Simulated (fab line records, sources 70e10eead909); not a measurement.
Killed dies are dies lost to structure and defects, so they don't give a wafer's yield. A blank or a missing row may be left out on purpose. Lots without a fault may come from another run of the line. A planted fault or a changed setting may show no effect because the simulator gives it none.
Tool commonality check | flow nand_harc | 9 lots, 27 wafers sampled

WHY IT WAS OPENED
At NHARC_END_SORT_01 the reading killed_at_periphery is flagged on 2 of 9 lots. Wafers without a fault read 4.0, standard deviation 2.6.
Rule: a lot is flagged when every wafer of it that has a number lies more than 4 standard deviations from that mean, or none has a number. The other lots count as sound.

lot  | measured     | on        | killed_at_periphery, wafer by wafer | flag
L170 | day 25 17:35 | prober-01 | 2 1 5                               |
L168 | day 25 18:26 | prober-02 | 2 6 3                               |
L169 | day 26 02:17 | prober-01 | 3 2 8                               |
L171 | day 27 07:04 | prober-02 | 3 6 3                               |
L176 | day 28 05:12 | prober-01 | 90 43 108                           | FLAGGED
L178 | day 28 16:09 | prober-01 | 73 89 39                            | FLAGGED
L184 | day 30 09:40 | prober-02 | 3 6 5                               |
L182 | day 30 16:52 | prober-01 | 1 4 3                               |
L185 | day 32 20:26 | prober-01 | 5 0 8                               |
The numbers of the flagged lots are 73.7 on average: +69.7 against the usual, or +27 standard deviations.

WHICH TOOL RAN EACH LOT
The record holds 4 process steps before the reading, out of a route of 1302 steps. In each cell: the tool, then ch and the chambers that the sampled wafers went through, then the start.
lot  | flag    | NHARC_P_M2_PVD_21            | NHARC_THIN_TSV_ETCHBACK_48         | NHARC_THIN_TSV_PVD_19                   | NHARC_THIN_TSV_PRE_CLEAN_54
L170 |         | pvd_sputter-03, day 7 04:36  | rie_diel-10 ch 0,1,2, day 25 04:59 | pvd_sputter-01, day 25 07:32 or earlier | pvd_sputter-03, day 25 07:32
L168 |         | pvd_sputter-03, day 6 14:05  | rie_diel-10 ch 1,2,3, day 25 06:05 | pvd_sputter-02, day 25 08:44 or earlier | pvd_sputter-02, day 25 08:44
L169 |         | pvd_sputter-01, day 6 19:58  | rie_diel-08 ch 1,2, day 25 08:31   | pvd_sputter-03, day 25 11:08 or earlier | pvd_sputter-02, day 25 11:08
L171 |         | pvd_sputter-01, day 8 05:31  | rie_diel-08 ch 0,1,3, day 26 17:06 | pvd_sputter-03, day 26 19:37 or earlier | pvd_sputter-03, day 26 19:37
L176 | FLAGGED | pvd_sputter-03, day 9 23:33  | rie_diel-08 ch 1,2, day 27 13:07   | pvd_sputter-01, day 27 15:40 or earlier | pvd_sputter-01, day 27 15:40
L178 | FLAGGED | pvd_sputter-03, day 10 15:07 | rie_diel-10 ch 0,1,2, day 28 02:38 | pvd_sputter-01, day 28 05:14 or earlier | pvd_sputter-02, day 28 05:14
L184 |         | pvd_sputter-01, day 13 00:13 | rie_diel-10 ch 0,2,3, day 29 20:38 | pvd_sputter-01, day 29 23:14 or earlier | pvd_sputter-02, day 29 23:14
L182 |         | pvd_sputter-02, day 12 16:45 | rie_diel-08 ch 0,2,3, day 30 03:59 | pvd_sputter-02, day 30 06:40 or earlier | pvd_sputter-02, day 30 06:40
L185 |         | pvd_sputter-03, day 13 20:04 | rie_diel-10 ch 1,2, day 32 04:48   | pvd_sputter-03, day 32 07:40 or earlier | pvd_sputter-03, day 32 07:40
What these steps do:
- NHARC_P_M2_PVD_21: deposits Cu, target thk 30 nm, time 20.49 s.
- NHARC_THIN_TSV_ETCHBACK_48: etches the open film in C4F8/Ar, target depth 1028.5 nm, time 405.17 s.
- NHARC_THIN_TSV_PVD_19: deposits TaN, target thk 20 nm.
- NHARC_THIN_TSV_PRE_CLEAN_54: time 30 s.
- NHARC_END_SORT_01

FLAGGED OVER TOTAL, TOOL BY TOOL (the gauges that took the reading come last)
step                        | tool           | lots run | flagged | share of the flagged lots | sound lots run after its first flagged lot
NHARC_P_M2_PVD_21           | pvd_sputter-01 | 3        | 0       | none                      | -
NHARC_P_M2_PVD_21           | pvd_sputter-02 | 1        | 0       | none                      | -
NHARC_P_M2_PVD_21           | pvd_sputter-03 | 5        | 2       | all                       | 1 (L185)
NHARC_THIN_TSV_ETCHBACK_48  | rie_diel-08    | 4        | 1       | some                      | 1 (L182)
NHARC_THIN_TSV_ETCHBACK_48  | rie_diel-10    | 5        | 1       | some                      | 2 (L184,L185)
NHARC_THIN_TSV_PVD_19       | pvd_sputter-01 | 4        | 2       | all                       | 1 (L184)
NHARC_THIN_TSV_PVD_19       | pvd_sputter-02 | 2        | 0       | none                      | -
NHARC_THIN_TSV_PVD_19       | pvd_sputter-03 | 3        | 0       | none                      | -
NHARC_THIN_TSV_PRE_CLEAN_54 | pvd_sputter-01 | 1        | 1       | some                      | 0
NHARC_THIN_TSV_PRE_CLEAN_54 | pvd_sputter-02 | 5        | 1       | some                      | 2 (L184,L182)
NHARC_THIN_TSV_PRE_CLEAN_54 | pvd_sputter-03 | 3        | 0       | none                      | -
NHARC_END_SORT_01           | prober-01      | 6        | 2       | all                       | 2 (L182,L185)
NHARC_END_SORT_01           | prober-02      | 3        | 0       | none                      | -
NHARC_THIN_TSV_PVD_19 gives no start for some lots, so the hours and the order of its lots are those of NHARC_THIN_TSV_PRE_CLEAN_54.

WHAT THE TABLE ALLOWS
3 rows of the table ran every flagged lot: pvd_sputter-03 at NHARC_P_M2_PVD_21, pvd_sputter-01 at NHARC_THIN_TSV_PVD_19, prober-01 at NHARC_END_SORT_01.
- pvd_sputter-03 at NHARC_P_M2_PVD_21: 2 of its 5 lots flagged. Sound lots ran on it after the first flagged one (L185), which a lasting fault on the whole tool wouldn't allow.
- pvd_sputter-01 at NHARC_THIN_TSV_PVD_19: 2 of its 4 lots flagged. Sound lots ran on it after the first flagged one (L184), which a lasting fault on the whole tool wouldn't allow.
- prober-01 at NHARC_END_SORT_01: 2 of its 6 lots flagged. Sound lots ran on it after the first flagged one (L182, L185), which a lasting fault on the whole tool wouldn't allow.
No row of the table ran every flagged lot and no sound lot after the first.

WHAT THE SIMULATOR HAD PUT IN
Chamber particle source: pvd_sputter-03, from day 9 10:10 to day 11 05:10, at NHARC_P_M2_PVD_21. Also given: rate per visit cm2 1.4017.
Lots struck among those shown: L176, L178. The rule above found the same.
